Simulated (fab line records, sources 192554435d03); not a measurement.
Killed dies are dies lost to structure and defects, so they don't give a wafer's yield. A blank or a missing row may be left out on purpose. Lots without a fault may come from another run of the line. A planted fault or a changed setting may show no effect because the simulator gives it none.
Which tool did it? | flow n5_finfet | 10 lots, 30 wafers sampled, at 6 steps of a route of 1938

WHAT THE GAUGES READ, wafer by wafer
N5_BEOL_M8_RS_MEAS_57: measures by four-point-probe.
lot  | measured     | on            | M8_RS (ohm/sq)
L559 | day 9 13:23  | film_metro-01 | 0.270 0.285 0.290
L560 | day 10 04:33 | film_metro-02 | 0.292 0.272 0.277
L561 | day 10 11:36 | film_metro-01 | 0.291 0.271 0.294
L564 | day 10 19:15 | film_metro-01 | 0.294 0.279 0.270
L565 | day 11 07:44 | film_metro-02 | 0.288 0.293 0.290
L568 | day 11 21:08 | film_metro-02 | 0.286 0.296 0.280
L569 | day 12 18:38 | film_metro-01 | 0.282 0.297 0.294
L573 | day 12 18:55 | film_metro-01 | 0.284 0.290 0.273
L581 | day 15 04:32 | film_metro-02 | 0.288 0.285 0.291
L580 | day 15 04:21 | film_metro-02 | 0.288 0.289 0.299

N5_BEOL_M8_INSPECT_58: inspects for defects (darkfield).
lot  | measured     | on                | raw_defect_count
L559 | day 9 13:25  | defect_inspect-01 | 28 101 39
L560 | day 10 04:34 | defect_inspect-02 | 62 45 56
L561 | day 10 11:37 | defect_inspect-02 | 110 71 70
L564 | day 10 19:16 | defect_inspect-02 | 97 124 42
L565 | day 11 07:46 | defect_inspect-01 | 109 43 89
L568 | day 11 21:10 | defect_inspect-01 | 110 103 75
L569 | day 12 18:40 | defect_inspect-01 | 108 75 113
L573 | day 12 18:56 | defect_inspect-02 | 74 105 61
L581 | day 15 04:33 | defect_inspect-01 | 1235 1332 1326
L580 | day 15 04:23 | defect_inspect-01 | 1282 1282 1243

N5_BEOL_M9_INSPECT_13: inspects for defects (brightfield).
lot  | measured     | on                | raw_defect_count
L559 | day 9 15:00  | defect_inspect-02 | 403 445 435
L560 | day 10 09:49 | defect_inspect-02 | 319 338 385
L561 | day 10 13:24 | defect_inspect-01 | 518 352 604
L564 | day 10 21:52 | defect_inspect-02 | 511 602 504
L565 | day 11 09:17 | defect_inspect-02 | 382 264 430
L568 | day 11 22:19 | defect_inspect-02 | 505 451 564
L569 | day 12 20:40 | defect_inspect-02 | 357 436 472
L573 | day 12 23:12 | defect_inspect-02 | 409 585 384
L581 | day 15 09:04 | defect_inspect-02 | 1530 1646 1579
L580 | day 15 08:55 | defect_inspect-01 | 1791 1656 1583

WHICH TOOL RAN EACH LOT (tool, then ch and the chambers of the sampled wafers, then the start)
lot  | N5_BEOL_M8_STRIP_80                           | N5_BEOL_M8_DEGAS_44          | N5_BEOL_M8_PRE_CLEAN_55
L559 | rie_diel-04 ch 0,2,3, day 9 11:13 or earlier  | pvd_sputter-02, day 9 11:13  | pecvd-01 ch 0,1, day 9 13:16
L560 | rie_diel-04 ch 0,1,3, day 10 01:19 or earlier | pvd_sputter-03, day 10 01:19 | pecvd-01 ch 0,1, day 10 04:25
L561 | rie_diel-04 ch 2,3, day 10 09:41 or earlier   | pvd_sputter-03, day 10 09:41 | pecvd-03 ch 0,1,2, day 10 11:31
L564 | rie_diel-04 ch 1,2,3, day 10 17:19 or earlier | pvd_sputter-03, day 10 17:19 | pecvd-01 ch 0,1, day 10 19:09
L565 | rie_diel-02 ch 1,2, day 11 05:58 or earlier   | pvd_sputter-01, day 11 05:58 | pecvd-03 ch 0,2, day 11 07:38
L568 | rie_diel-04 ch 0,1,2, day 11 17:29 or earlier | pvd_sputter-03, day 11 17:29 | pecvd-01 ch 0,1,2, day 11 21:02
L569 | rie_diel-04 ch 0,1,2, day 12 16:59 or earlier | pvd_sputter-03, day 12 16:59 | pecvd-01 ch 0,2, day 12 18:32
L573 | rie_diel-02 ch 1,2,3, day 12 17:18 or earlier | pvd_sputter-02, day 12 17:18 | pecvd-01 ch 0,1,2, day 12 18:49
L581 | rie_diel-02 ch 1,2, day 15 02:59 or earlier   | pvd_sputter-01, day 15 02:59 | pecvd-01 ch 0,2, day 15 04:24
L580 | rie_diel-04 ch 0,1,2, day 15 02:37 or earlier | pvd_sputter-02, day 15 02:37 | pecvd-01 ch 0,2, day 15 04:14
- N5_BEOL_M8_STRIP_80: strips in N2/H2, time 10 s.
- N5_BEOL_M8_DEGAS_44: time 60 s.
- N5_BEOL_M8_PRE_CLEAN_55: time 15 s.

WHAT THE TOOLS THEMSELVES READ (means of the sampled wafers that have a number; where no wafer has one, the mark that the record gives instead)
N5_BEOL_M8_STRIP_80.
lot  | tool        | chamber_pressure_mTorr (mTorr) | drypump_motor_current_A (A) | oes_product_au (a.u.) | rf_vpp_V (V) | showerhead_plenum_p_Torr (Torr) | throttle_valve_pct (%)
L559 | rie_diel-04 | 20.015                         | 5.9                         | 0.73                  | 59.5         | 2.50                            | 23.3
L560 | rie_diel-04 | 19.992                         | 5.6                         | 0.74                  | 59.0         | 2.49                            | 23.7
L561 | rie_diel-04 | 20.006                         | 5.8                         | 0.72                  | 60.1         | 2.46                            | 23.2
L564 | rie_diel-04 | 19.999                         | 5.5                         | 0.73                  | 58.2         | 2.44                            | 23.6
L565 | rie_diel-02 | 19.998                         | 5.1                         | 0.71                  | 59.4         | 2.55                            | 23.5
L568 | rie_diel-04 | 20.002                         | 5.7                         | 0.72                  | 58.3         | 2.51                            | 23.8
L569 | rie_diel-04 | 20.028                         | 5.8                         | 0.71                  | 59.7         | 2.51                            | 23.8
L573 | rie_diel-02 | 20.013                         | 5.2                         | 0.73                  | 58.8         | 2.50                            | 23.7
L581 | rie_diel-02 | 19.985                         | 5.1                         | 0.80                  | 58.9         | 2.64                            | 23.5
L580 | rie_diel-04 | 20.005                         | 5.7                         | 0.87                  | 59.7         | 2.50                            | 23.7

N5_BEOL_M8_DEGAS_44.
lot  | tool           | heater_power_w (W)
L559 | pvd_sputter-02 | 327
L560 | pvd_sputter-03 | 311
L561 | pvd_sputter-03 | 332
L564 | pvd_sputter-03 | 328
L565 | pvd_sputter-01 | 342
L568 | pvd_sputter-03 | 323
L569 | pvd_sputter-03 | 353
L573 | pvd_sputter-02 | 317
L581 | pvd_sputter-01 | 349
L580 | pvd_sputter-02 | 315

THE ANSWER, worked out from the rows above alone
Rule: what is usual is taken from the lots themselves. Put in order of their means at a reading, lots are off if they are a third of the lots or fewer, leave a main group of 4 or more, and stand apart from it by a gap of 3 or more times the standard deviation of the main group's means; of several such gaps the widest counts. A main group whose means are all the same, to the digits that the tables above print for the reading, isn't used. A lot without any number at a reading at which 4 lots or more have one is off too. The other lots that the step has rows for count as sound. The gauges are gone through in route order, then the tools' own readings, and for those a lot's mean is taken as printed above. The first step at which some lot is off is used, and at that step the reading that is off furthest; a lot without a number counts as furthest.
Off: L581, L580, at N5_BEOL_M8_INSPECT_58 (raw_defect_count). The main group: mean 80, standard deviation 15.
A tool fits if, at a process step before that reading, it ran every lot that is off, and no sound lot after the first of them. The gauges at N5_BEOL_M8_INSPECT_58 aren't tried: what is off there is off at N5_BEOL_M8_STRIP_80 too, on other tools, and a gauge's error can't cause that. N5_BEOL_M8_STRIP_80 gives no start for some lots, so the hours and the order of its lots are those of N5_BEOL_M8_DEGAS_44. One fits: pecvd-01 at N5_BEOL_M8_PRE_CLEAN_55. Its last sound lot is L573 (day 12 18:49), its first lot that is off L580 (day 15 04:14): a fault that began between those two fits.

WHAT THE SIMULATOR HAD PUT IN
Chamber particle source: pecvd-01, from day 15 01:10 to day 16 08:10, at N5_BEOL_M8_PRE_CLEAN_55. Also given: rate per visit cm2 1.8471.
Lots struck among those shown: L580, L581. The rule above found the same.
